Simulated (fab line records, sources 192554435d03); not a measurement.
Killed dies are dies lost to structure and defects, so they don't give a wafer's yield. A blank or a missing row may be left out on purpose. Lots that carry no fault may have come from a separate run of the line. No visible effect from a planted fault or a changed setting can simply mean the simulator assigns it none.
Problem report in the 8D (eight disciplines) form, filled by code + flow n5_finfet + the parts of the form that need people (team, actions taken, sign-off) are left out

## 1. WHAT WENT WRONG
Wafers free of any fault read 79.2 nm (standard deviation 1) for M1_ILD_THK at N5_BEOL_M1_THK_MEAS_01, against a mean of 135.1 nm on 4 wafers of 2 lots. That puts it +56 standard deviations away from the usual mean.
Earliest sighting: wafer L662.2 on film_metro-02 at day 10 17:12. The record has a number at this step for 30 wafers belonging to 10 lots. Rule for "out", or "out of limits": more than 4 standard deviations from the usual mean. Any other wafer with a number is counted as sound.

## 2. WHAT IT IS, WHAT IT ISN'T
| question                    | is                             | is not                                                                          |
|-----------------------------|--------------------------------|---------------------------------------------------------------------------------|
| which readings at this step | M1_ILD_THK                     | -                                                                               |
| which lots                  | L660, L662                     | L645, L650, L652, L654, L655, L656, L663, L666                                  |
| which wafers of those lots  | L660.2, L660.5, L662.2, L662.5 | L660.4, L662.4                                                                  |
| read on which gauges        | film_metro-01, film_metro-02   | -                                                                               |
| when                        | from day 10 17:12              | up to then (19 sound wafers); but 7 sound wafers of L660, L663, L666 came after |

## 3. THE SUSPECTS, EACH WITH WHAT RULES IT OUT
Counting: any tool at a process step up to the reading remains a suspect provided it ran every lot that is out. Sound lots after the first of them don't rule it out here, since some wafers of a struck lot are sound.
- ruled out: the gauge at N5_BEOL_M1_THK_MEAS_01. Those wafers that are out were read across 2 gauges (film_metro-01, film_metro-02).
- pecvd-04 at N5_BEOL_M1_ILD_DEP_00 (deposits SiOC from DEMS/O2, target thk 79 nm, time 15.3 s): kept. Every lot that is out went through it, the first being L662 (day 10 17:08); the last sound lot it ran before that was L656 (day 9 08:44).
After counting, what remains is pecvd-04 at N5_BEOL_M1_ILD_DEP_00.

## 4. THE CAUSE (what the simulator had put in)
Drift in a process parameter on pecvd-04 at N5_BEOL_M1_ILD_DEP_00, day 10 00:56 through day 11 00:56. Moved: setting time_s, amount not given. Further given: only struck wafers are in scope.
Only this tool survived the counting.

## 5. THE CHAIN OF EFFECTS, in route order
Each row: a reading where the mean over the struck wafers with a number is more than 3 standard deviations away from the usual. Only readings whose record carries a usual standard deviation are examined. hours: median over the lots of the time between each lot's start at the first step of this table that gives one and its start at this step. sigmas: the change, counted in usual standard deviations.
| hours | step                    | reading              | usual   | on struck wafers | change | sigmas      |
|-------|-------------------------|----------------------|---------|------------------|--------|-------------|
| 0     | N5_BEOL_M1_THK_MEAS_01  | M1_ILD_THK           | 79.2 nm | 135.1            | +55.9  | +56         |
| 169   | N5_PASSIVATION_PROBE_49 | defect_limited_yield | 91.5 %  | 0.0              | -91.5  | -61         |
| 169   | N5_PASSIVATION_PROBE_49 | killed_at_M0_to_M3   | 33      | 1107             | +1074  | +99 or more |
| 169   | N5_PASSIVATION_PROBE_49 | killed_dies          | 101     | 1180             | +1079  | +60         |
| 169   | N5_PASSIVATION_PROBE_49 | killed_on_rim        | 13      | 152              | +139   | +36         |
| 169   | N5_PASSIVATION_PROBE_49 | sort_bin_5_function  | 5.0 %   | 96.2             | +91.2  | +91         |
| 169   | N5_PASSIVATION_PROBE_49 | sort_n_pass          | 1079    | 0                | -1079  | -60         |
| 169   | N5_PASSIVATION_PROBE_49 | sort_yield_pct       | 91.5 %  | 0.0              | -91.5  | -61         |
The process steps in it:
- N5_PASSIVATION_PROBE_49

## 6. HOW IT WOULD HAVE BEEN CAUGHT EARLIER
In this record the first reading out of limits at a measuring or inspecting step was taken at day 10 17:12, 16 hours after the fault began at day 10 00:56.
No tool reading at N5_BEOL_M1_ILD_DEP_00 that has a usual standard deviation in the record was out on any struck wafer, so an alarm limit of 4 standard deviations on those readings would not have fired.
Among the 2 lots that are out, L660 began N5_BEOL_M1_ILD_DEP_00 on pecvd-04 after day 10 17:12. A hold on the tool at that time would have spared it.
